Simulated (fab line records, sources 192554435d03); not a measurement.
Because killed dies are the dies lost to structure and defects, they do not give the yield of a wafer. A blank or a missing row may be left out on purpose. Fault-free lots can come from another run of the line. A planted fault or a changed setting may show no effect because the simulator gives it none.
Matching of chambers    flow n5 finfet    4 sister chambers for N5_SPACER0_ALD_07 on ald sin-01
The step deposits SiNx, target thk 2 nm. 8 wafers are shown with their chamber, then 12 later ones without.

EACH WAFER AND ITS CHAMBER
wafer   chamber  heater power w (W)
L087.5  0        885
L091.2  2        816
L091.4  0        909
L093.1  2        841
L093.5  3        797
L094.1  3        790
L094.4  1        848
L094.5  1        838

WAFERS WHOSE CHAMBER IS MISSING
wafer   heater power w (W)
L095.2  880
L095.3  852
L095.6  908
L096.1  907
L096.2  857
L096.3  840
L096.4  789
L096.5  776
L096.6  906
L097.3  794
L097.5  835
L097.6  872

WHICH CHAMBER EACH ONE RAN IN
wafer   from the rows above           in truth
L095.2  can't be placed: 0 or 1       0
L095.3  can't be placed: 1 or 2       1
L095.6  0                             0
L096.1  0                             0
L096.2  can't be placed: 1 or 2       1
L096.3  can't be placed: 1 or 2       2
L096.4  3                             3
L096.5  3                             3
L096.6  0                             0
L097.3  3                             3
L097.5  can't be placed: 2 or 1       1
L097.6  can't be placed: 0 or 1 or 2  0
Placed correctly: 6 of 12. These rows do not allow placing 6 (true chamber among the candidates in 6). 0 placed wrongly.
How it was worked out, from the rows above alone: a wafer's distance from a chamber is the root of the sum, over the readings, of the square of ((its reading less the chamber's mean) divided by the reading's scatter). The wafer belongs to the nearest chamber; if the next one is less than 2 further off, it can't be placed. A chamber's mean is the mean of its shown wafers. The scatter: the root of (the sum of the squares of (reading less its chamber's mean) over the shown wafers, divided by (wafers less chambers)).
